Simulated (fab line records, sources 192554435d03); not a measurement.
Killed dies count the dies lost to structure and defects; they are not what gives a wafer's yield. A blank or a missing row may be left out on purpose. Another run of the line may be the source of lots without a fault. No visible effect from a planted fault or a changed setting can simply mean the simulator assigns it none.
The tool behind it: which one? :: flow n5_finfet :: Sampling: 11 lots, 33 wafers, 2 of 1938 route steps

WHAT THE GAUGES READ, wafer by wafer
N5_BEOL_M9_OCD_MEAS_38.
lot: L607
measured: day 9 09:04
on: ocd-01
trench_depth_nm (nm): 151.0 150.2 151.6

lot: L609
measured: day 9 23:41
on: ocd-02
trench_depth_nm (nm): 152.6 146.8 152.1

lot: L612
measured: day 10 06:59
on: ocd-01
trench_depth_nm (nm): 146.0 145.7 151.5

lot: L610
measured: day 10 07:10
on: ocd-01
trench_depth_nm (nm): 150.7 153.1 151.8

lot: L611
measured: day 10 09:06
on: ocd-02
trench_depth_nm (nm): 153.3 146.5 146.5

lot: L614
measured: day 11 00:20
on: ocd-02
trench_depth_nm (nm): 150.7 148.5 150.5

lot: L615
measured: day 11 08:31
on: ocd-01
trench_depth_nm (nm): 155.4 150.0 154.8

lot: L617
measured: day 11 23:23
on: ocd-02
trench_depth_nm (nm): 151.1 149.5 151.6

lot: L627
measured: day 14 17:57
on: ocd-01
trench_depth_nm (nm): 149.1 153.1 152.5

lot: L629
measured: day 15 06:18
on: ocd-02
trench_depth_nm (nm): 151.2 154.5 145.7

lot: L630
measured: day 15 10:58
on: ocd-01
trench_depth_nm (nm): 151.9 151.2 152.1

WHICH TOOL RAN EACH LOT (tool, then ch and the chambers of the sampled wafers, then the start)
lot: L607
N5_BEOL_M9_ETCH_76: rie_diel-02 ch 1,2,3, day 9 08:38

lot: L609
N5_BEOL_M9_ETCH_76: rie_diel-05 ch 0,2,3, day 9 23:16

lot: L612
N5_BEOL_M9_ETCH_76: rie_diel-05 ch 1,2,3, day 10 06:34

lot: L610
N5_BEOL_M9_ETCH_76: rie_diel-04 ch 1,2, day 10 06:45

lot: L611
N5_BEOL_M9_ETCH_76: rie_diel-05 ch 0,1,2, day 10 08:41

lot: L614
N5_BEOL_M9_ETCH_76: rie_diel-02 ch 1,2,3, day 10 23:55

lot: L615
N5_BEOL_M9_ETCH_76: rie_diel-04 ch 1,3, day 11 08:06

lot: L617
N5_BEOL_M9_ETCH_76: rie_diel-02 ch 0,3, day 11 22:58

lot: L627
N5_BEOL_M9_ETCH_76: rie_diel-04 ch 1,2,3, day 14 17:31

lot: L629
N5_BEOL_M9_ETCH_76: rie_diel-05 ch 0,2,3, day 15 05:52

lot: L630
N5_BEOL_M9_ETCH_76: rie_diel-05 ch 0,1, day 15 10:33
- N5_BEOL_M9_ETCH_76: etches underlayer in N2/H2, target depth 6.5 nm, time 5.2 s.

AS READ BY THE TOOLS THEMSELVES (means over the sampled wafers that have a number; for cases with no such wafer, the mark the record gives instead)
N5_BEOL_M9_ETCH_76.
lot: L607
tool: rie_diel-02
drypump_motor_current_A (A): 6.1
etch_rf_on_time_s (s): 5.23
oes_product_au (a.u.): 0.62
rf_vpp_V (V): 522.8
showerhead_plenum_p_Torr (Torr): 2.53
throttle_valve_pct (%): 18.00

lot: L609
tool: rie_diel-05
drypump_motor_current_A (A): 5.8
etch_rf_on_time_s (s): 5.20
oes_product_au (a.u.): 0.65
rf_vpp_V (V): 524.8
showerhead_plenum_p_Torr (Torr): 2.55
throttle_valve_pct (%): 17.80

lot: L612
tool: rie_diel-05
drypump_motor_current_A (A): 5.9
etch_rf_on_time_s (s): 5.21
oes_product_au (a.u.): 0.62
rf_vpp_V (V): 524.0
showerhead_plenum_p_Torr (Torr): 2.56
throttle_valve_pct (%): 17.78

lot: L610
tool: rie_diel-04
drypump_motor_current_A (A): 5.5
etch_rf_on_time_s (s): 5.29
oes_product_au (a.u.): 0.68
rf_vpp_V (V): 524.4
showerhead_plenum_p_Torr (Torr): 2.57
throttle_valve_pct (%): 17.88

lot: L611
tool: rie_diel-05
drypump_motor_current_A (A): 5.9
etch_rf_on_time_s (s): 5.20
oes_product_au (a.u.): 0.62
rf_vpp_V (V): 526.4
showerhead_plenum_p_Torr (Torr): 2.61
throttle_valve_pct (%): 17.90

lot: L614
tool: rie_diel-02
drypump_motor_current_A (A): 6.0
etch_rf_on_time_s (s): 5.21
oes_product_au (a.u.): 0.62
rf_vpp_V (V): 523.6
showerhead_plenum_p_Torr (Torr): 2.53
throttle_valve_pct (%): 18.02

lot: L615
tool: rie_diel-04
drypump_motor_current_A (A): 5.3
etch_rf_on_time_s (s): 5.09
oes_product_au (a.u.): 0.80
rf_vpp_V (V): 522.6
showerhead_plenum_p_Torr (Torr): 2.52
throttle_valve_pct (%): 17.37

lot: L617
tool: rie_diel-02
drypump_motor_current_A (A): 5.8
etch_rf_on_time_s (s): 5.25
oes_product_au (a.u.): 0.61
rf_vpp_V (V): 522.1
showerhead_plenum_p_Torr (Torr): 2.50
throttle_valve_pct (%): 18.01

lot: L627
tool: rie_diel-04
drypump_motor_current_A (A): 5.6
etch_rf_on_time_s (s): 5.19
oes_product_au (a.u.): 0.69
rf_vpp_V (V): 522.8
showerhead_plenum_p_Torr (Torr): 2.52
throttle_valve_pct (%): 17.69

lot: L629
tool: rie_diel-05
drypump_motor_current_A (A): 5.8
etch_rf_on_time_s (s): 5.17
oes_product_au (a.u.): 0.62
rf_vpp_V (V): 522.9
showerhead_plenum_p_Torr (Torr): 2.53
throttle_valve_pct (%): 17.87

lot: L630
tool: rie_diel-05
drypump_motor_current_A (A): 6.2
etch_rf_on_time_s (s): 5.10
oes_product_au (a.u.): 0.73
rf_vpp_V (V): 524.6
showerhead_plenum_p_Torr (Torr): 2.59
throttle_valve_pct (%): 17.65

THE ANSWER, worked out from the rows above alone
Rule: the usual values come from the lots themselves. Put in order of their means at a reading, lots are off if they are a third of the lots or fewer, leave a main group of 4 or more, and stand apart from it by a gap of 3 or more times the standard deviation of the main group's means; of several such gaps the widest counts. A main group is skipped when, at the precision printed for the reading in the tables above, its means are all equal. A lot without any number at a reading at which 4 lots or more have one is off too. The other lots that the step has rows for count as sound. The gauges are gone through in route order, then the tools' own readings, and for those a lot's mean is taken as printed above. At the first step where some lot is off, the reading lying furthest off is the one used; lots without a number count as furthest.
No lot is off at any reading shown: from this, nothing can be told.

WHAT THE SIMULATOR PUT IN
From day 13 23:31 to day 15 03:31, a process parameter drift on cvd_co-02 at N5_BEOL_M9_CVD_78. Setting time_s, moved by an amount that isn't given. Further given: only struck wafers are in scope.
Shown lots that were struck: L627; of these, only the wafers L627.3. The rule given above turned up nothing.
